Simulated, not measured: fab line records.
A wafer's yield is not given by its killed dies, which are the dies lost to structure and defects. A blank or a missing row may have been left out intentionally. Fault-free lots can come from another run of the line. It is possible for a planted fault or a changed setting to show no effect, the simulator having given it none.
A single fault, viewed from 2 desks -- flow n5-finfet -- numbers are kept per desk, each desk with only its own; the story behind them comes last

## THE METROLOGY DESK
Means of the sampled wafers that have a number, per lot and without regard to the tool the lot ran on: this is what the gauges read. The brackets show how far a lot's mean lies from the usual mean; more than 4 standard deviations puts the lot out of limits, marked OUT. It has 11 readings; the 7 that lie furthest out on some lot are the ones shown.
Columns: A = IOFF_N at N5_BEOL_M4_RC_MEAS_101, usual 0.153 nA/um; B = IOFF_P at N5_BEOL_M4_RC_MEAS_101, usual 0.215 nA/um; C = ION_N at N5_BEOL_M4_RC_MEAS_101, usual 672 uA/um; D = ION_P at N5_BEOL_M4_RC_MEAS_101, usual 463 uA/um; E = SS_N at N5_BEOL_M4_RC_MEAS_101, usual 71.5 mV/dec; F = VT_N at N5_BEOL_M4_RC_MEAS_101, usual 250.6 mV; G = VT_P at N5_BEOL_M4_RC_MEAS_101, usual -249 mV
lot,first seen here,A,B,C,D,E,F,G
L943,day 2 02:28,0.157,0.251,667,468,72.2,250.6,-246
L947,day 3 03:07,0.152,0.179,668,453,71.7,251.6,-255
L949,day 3 14:55,0.154,0.244,672,473,71.7,251.2,-244
L950,day 3 19:51,0.137,0.216,668,468,71.5,252.5,-249
L958,day 5 21:29,0.160,0.222,675,463,71.6,251.0,-251
L962,day 6 19:37,0.149,0.207,668,463,71.3,249.7,-250
L963,day 7 01:31,0.122,0.181,664,458,71.3,254.2,-252
L964,day 7 08:20,0.161,0.238,684,472,71.3,251.0,-248
L966,day 7 19:38,0.157,0.210,673,463,71.2,249.6,-249
This desk's finding: nothing out of limits on any of the 9 lots.

## THE TOOL OWNER'S DESK: rie-diel-04
The tool's own readings at N5_FIN_SAQP_ETCH_69 (etches SOC in N2/H2, stops on SiNx, target depth 150 nm): means of the sampled wafers that have a number, for each lot that ran on this tool. The brackets show how far a lot's mean lies from the usual mean; more than 4 standard deviations puts the lot out of limits, marked OUT.
Columns: A = drypump-motor-current-A at N5_FIN_SAQP_ETCH_69, usual 5.7 A; B = oes-product-au at N5_FIN_SAQP_ETCH_69, usual 0.79 a.u.; C = rf-fwd-power-W at N5_FIN_SAQP_ETCH_69, usual 844 W; D = rf-vpp-V at N5_FIN_SAQP_ETCH_69, usual 241.2 V; E = showerhead-plenum-p-Torr at N5_FIN_SAQP_ETCH_69, usual 2.58 Torr; F = throttle-valve-pct at N5_FIN_SAQP_ETCH_69, usual 17.83 %
lot,first seen here,A,B,C,D,E,F
L943,day 2 01:35,6.0,0.78,845,242.4,2.59,17.94
L947,day 3 02:17,6.0,0.77,1016 (+44) OUT,228.5 (-9.8) OUT,2.58,17.98
L949,day 3 13:52,5.9,0.85,1017 (+44) OUT,229.5 (-9.0) OUT,2.65,17.79
L950,day 3 18:55,5.9,0.80,1014 (+44) OUT,230.5 (-8.3) OUT,2.63,17.86
L962,day 6 18:47,6.0,0.74,847,241.4,2.57,18.02
L963,day 7 00:41,6.1,0.70,844,240.5,2.55,18.11
L964,day 7 07:31,5.9,0.80,845,241.6,2.64,17.85
This desk's verdict: out of limits on L947, L949, L950, starting with L947 at day 3 02:17 (rf-fwd-power-W at N5_FIN_SAQP_ETCH_69). Within limits: L943, L962, L963, L964.

## BROUGHT TOGETHER
The tool owner's desk could have raised an alarm at day 3 02:17, on L947, L949, L950.
From the metrology desk's view, nothing was out of limits.
The metrology desk holds a record of L947, L949, L950, inside its limits.
N5_FIN_SAQP_ETCH_69 was run on rie-diel-04 by each of the lots named.

## WHAT THE SIMULATOR HAD INSERTED
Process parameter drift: rie-diel-04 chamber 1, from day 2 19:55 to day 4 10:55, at N5_FIN_SAQP_ETCH_69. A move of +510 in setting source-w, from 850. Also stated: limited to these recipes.
Lots struck among those shown: L947, L949, L950.
Each desk's first reading out of limits, in hours after the fault started: the tool owner's desk, 6.
